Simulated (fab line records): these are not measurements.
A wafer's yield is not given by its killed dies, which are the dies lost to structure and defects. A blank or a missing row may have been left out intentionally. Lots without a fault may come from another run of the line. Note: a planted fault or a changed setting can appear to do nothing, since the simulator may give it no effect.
A single fault, viewed from 3 desks || flow n5-finfet || numbers are kept per desk, each desk with only its own; the story behind them comes last

THE DEFECT DESK
For each lot, the counts of the inspections along the route, averaged over the sampled wafers that have a number. A lot is out of limits, marked OUT, if its mean lies more than 4 standard deviations from the usual mean; the brackets give that distance.
Columns: A = raw-defect-count at N5_BEOL_M4_INSPECT_59, usual 66
{"lot": "L535", "first seen here": "day 9 08:26", "A": 74}
{"lot": "L536", "first seen here": "day 9 13:40", "A": 34}
{"lot": "L537", "first seen here": "day 9 18:12", "A": 56}
{"lot": "L538", "first seen here": "day 9 21:37", "A": 46}
{"lot": "L540", "first seen here": "day 10 13:35", "A": 112}
{"lot": "L541", "first seen here": "day 10 18:43", "A": 100}
{"lot": "L543", "first seen here": "day 11 14:07", "A": 36}
{"lot": "L545", "first seen here": "day 12 01:21", "A": 60}
{"lot": "L547", "first seen here": "day 12 09:46", "A": 40}
{"lot": "L550", "first seen here": "day 12 21:17", "A": 69}
{"lot": "L551", "first seen here": "day 13 00:04", "A": 47}
{"lot": "L554", "first seen here": "day 14 00:25", "A": 60}
Result from this desk: across the 12 lots, nothing is out of limits.

DESK OF THE TOOL OWNER: pecvd-03
The tool's own readings at N5_BEOL_M5_ILD_DEP_00 (deposits SiCOH lowk from DEMS/porogen, target thk 140.64 nm, time 25.9 s): means of the sampled wafers that have a number, for each lot that ran on this tool. A lot is out of limits, marked OUT, if its mean lies more than 4 standard deviations from the usual mean; the brackets give that distance.
Columns: A = heater-power-w at N5_BEOL_M5_ILD_DEP_00, usual 303 W; B = showerhead-plenum-p-Torr at N5_BEOL_M5_ILD_DEP_00, usual 5.737 Torr; C = susceptor-temp-C at N5_BEOL_M5_ILD_DEP_00, usual 299.98 C; D = throttle-valve-pct at N5_BEOL_M5_ILD_DEP_00, usual 13.9 %
{"lot": "L536", "first seen here": "day 9 14:40", "A": 361, "B": 5.749, "C": 299.94, "D": 13.6}
{"lot": "L538", "first seen here": "day 9 22:37", "A": 363, "B": 5.759, "C": 300.01, "D": 14.0}
{"lot": "L541", "first seen here": "day 10 19:43", "A": 379, "B": 5.758, "C": 300.03, "D": 14.2}
{"lot": "L543", "first seen here": "day 11 15:07", "A": 289, "B": 5.748, "C": 300.02, "D": 13.4}
{"lot": "L545", "first seen here": "day 12 02:20", "A": 371, "B": 5.749, "C": 299.97, "D": 13.9}
Result from this desk: across the 5 lots, nothing is out of limits.

AT THE METROLOGY DESK
Lot by lot, what the gauges showed, no matter which tool ran the lot: averages of those sampled wafers that carry a number. A lot is out of limits, marked OUT, if its mean lies more than 4 standard deviations from the usual mean; the brackets give that distance.
Columns: A = M5_ILD_THK at N5_BEOL_M5_THK_MEAS_01, usual 121.1 nm
{"lot": "L535", "first seen here": "day 9 10:38", "A": 120.1}
{"lot": "L536", "first seen here": "day 9 15:55", "A": 120.7}
{"lot": "L537", "first seen here": "day 9 19:46", "A": 123.0}
{"lot": "L538", "first seen here": "day 9 23:52", "A": 118.9}
{"lot": "L540", "first seen here": "day 10 15:38", "A": 123.4}
{"lot": "L541", "first seen here": "day 10 20:31", "A": 121.9}
{"lot": "L543", "first seen here": "day 11 15:41", "A": 125.1}
{"lot": "L545", "first seen here": "day 12 02:55", "A": 128.7}
{"lot": "L547", "first seen here": "day 12 11:20", "A": 123.9}
{"lot": "L550", "first seen here": "day 12 22:59", "A": 123.0}
{"lot": "L551", "first seen here": "day 13 01:37", "A": 122.4}
{"lot": "L554", "first seen here": "day 14 02:28", "A": 119.2}
Result from this desk: across the 12 lots, nothing is out of limits.

PUT TOGETHER
No out-of-limits result turned up at the defect desk.
The tool owner's desk saw nothing out of limits.
From the metrology desk's view, nothing was out of limits.

WHAT HAD BEEN PUT IN BY THE SIMULATOR
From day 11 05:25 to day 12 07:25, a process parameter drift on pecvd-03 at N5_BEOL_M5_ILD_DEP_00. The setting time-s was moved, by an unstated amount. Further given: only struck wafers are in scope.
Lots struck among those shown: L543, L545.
